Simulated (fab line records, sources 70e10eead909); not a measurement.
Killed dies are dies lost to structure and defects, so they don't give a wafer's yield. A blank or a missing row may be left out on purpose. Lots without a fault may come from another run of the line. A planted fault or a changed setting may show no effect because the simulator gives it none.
A struck lot beside a sound one | flow nand_harc | 14 steps out of a route of 1302
Sound: wafers L651.1, L651.2, L651.3. Struck: wafer L661.1. (L661.4, L661.6 of the same lot were not struck and are left out.) The cause comes at the end.
At each step with rows: each side's tool, then ch and its chambers, then its first start. Under that, the readings that differ: sound wafers | struck wafers | difference of the means | sigmas: that difference in standard deviations of wafers without a fault.
alike: readings whose means differ by less than 2 such deviations, and words and numbers that are the same on both sides. not compared: withheld readings, readings that some wafer has no value for, bounds like >300 that may hide the same value, and numbers for which the record gives no deviation and whose values overlap.
The two part at a step that has a row with sigmas, a row that says differs or no value, or rows on one side only. Numbers that don't overlap but have no deviation are shown without sigmas and don't part them. A reading that every wafer of one side lacks parts them only if that side has two wafers or more.

first, 1 step without rows for these wafers: NHARC_A_STAIRCASE_HARDBAKE_10 (time 140 s).
NHARC_A_STAIRCASE_DESCUM_11: chemistry O2, time 3 s.
  sound on rie_diel-02 ch 0,1,3, day 17 19:29; struck on rie_diel-02 ch 2, day 22 00:44
  reading                | sound | struck | difference | sigmas
  rf_hours_counter_h (h) | 0 0 0 | 36     | +36        |
  alike: drypump_motor_current_A, oes_product_au, rf_vpp_V, showerhead_plenum_p_Torr, throttle_valve_pct
NHARC_A_STAIRCASE_TRIM_12: chemistry O2, time 211.2 s.
  sound on rie_diel-02 ch 1,2,3, day 17 19:34; struck on rie_diel-02 ch 3, day 22 00:49
  reading                | sound | struck | difference | sigmas
  rf_hours_counter_h (h) | 0 0 0 | 28     | +28        |
  alike: drypump_motor_current_A, oes_product_au, rf_vpp_V, showerhead_plenum_p_Torr, throttle_valve_pct
NHARC_A_STAIRCASE_ETCH_13: etches the open film in C4F8/O2, target depth 100 nm, time 40.5 s.
  sound on rie_diel-02 ch 0,1,2; struck on rie_diel-02 ch 1
  reading                | sound | struck | difference | sigmas
  rf_hours_counter_h (h) | 0 0 0 | 33     | +33        |
  alike: oes_product_au, rf_vpp_V
then, 2 steps without rows for these wafers: NHARC_A_STAIRCASE_TRIM_14 (chemistry O2, time 211.2 s); NHARC_A_STAIRCASE_ETCH_15 (etches the open film in C4F8/O2, target depth 100 nm, time 40.5 s).
NHARC_A_STAIRCASE_TRIM_16: chemistry O2, time 211.2 s.
  sound on rie_diel-02 ch 1,2,3; struck on rie_diel-02 ch 2
  reading                | sound                | struck | difference | sigmas
  rf_hours_counter_h (h) | 0 0 0                | 36     | +36        |
  throttle_valve_pct (%) | 17.059 17.050 17.031 | 17.021 | -0.026     | -3
  alike: drypump_motor_current_A, oes_product_au, rf_vpp_V, showerhead_plenum_p_Torr
NHARC_A_STAIRCASE_ETCH_17: etches the open film in C4F8/O2, target depth 100 nm, time 40.5 s.
  sound on rie_diel-02 ch 0,1,2; struck on rie_diel-02 ch 2
  reading                | sound | struck | difference | sigmas
  rf_hours_counter_h (h) | 0 0 0 | 36     | +36        |
  alike: oes_product_au, rf_vpp_V
then, 3 steps without rows for these wafers: NHARC_A_STAIRCASE_TRIM_18 (chemistry O2, time 211.2 s); NHARC_A_STAIRCASE_ETCH_19 (etches the open film in C4F8/O2, target depth 100 nm, time 40.5 s); NHARC_A_STAIRCASE_TRIM_20 (chemistry O2, time 211.2 s).
NHARC_A_STAIRCASE_ETCH_21: etches the open film in C4F8/O2, target depth 100 nm, time 40.5 s.
  sound on rie_diel-13 ch 0,2,3, day 17 20:47; struck on rie_diel-02 ch 3, day 22 02:04
  reading                | sound             | struck | difference | sigmas
  oes_product_au (a.u.)  | 0.944 0.960 0.933 | 0.749  | -0.197     | -12
  rf_hours_counter_h (h) | 17 17 11          | 29     | +14        |
  alike: rf_vpp_V
then, 1 step without rows for these wafers: NHARC_A_STAIRCASE_TRIM_22 (chemistry O2, time 211.2 s).
-- the record jumps here: 9 days lie between the struck wafers' starts before and after (it left off in module A_STAIRCASE and takes up again in module END, whose first step shown is number 1302 of the route) --
NHARC_END_SORT_01:
  sound on prober-01 ch 0, day 27 04:14; struck on prober-01 ch 0, day 30 20:54
  reading         | sound    | struck | difference | sigmas
  killed_at_array | 51 55 53 | 672    | +619       | +34
  killed_dies     | 54 61 58 | 677    | +619       | +34
  alike: killed_at_other, killed_at_periphery, killed_open, killed_short

WHERE THEY PART
First at NHARC_A_STAIRCASE_TRIM_16; last, within this record, at NHARC_END_SORT_01.

WHY: what the simulator had put in
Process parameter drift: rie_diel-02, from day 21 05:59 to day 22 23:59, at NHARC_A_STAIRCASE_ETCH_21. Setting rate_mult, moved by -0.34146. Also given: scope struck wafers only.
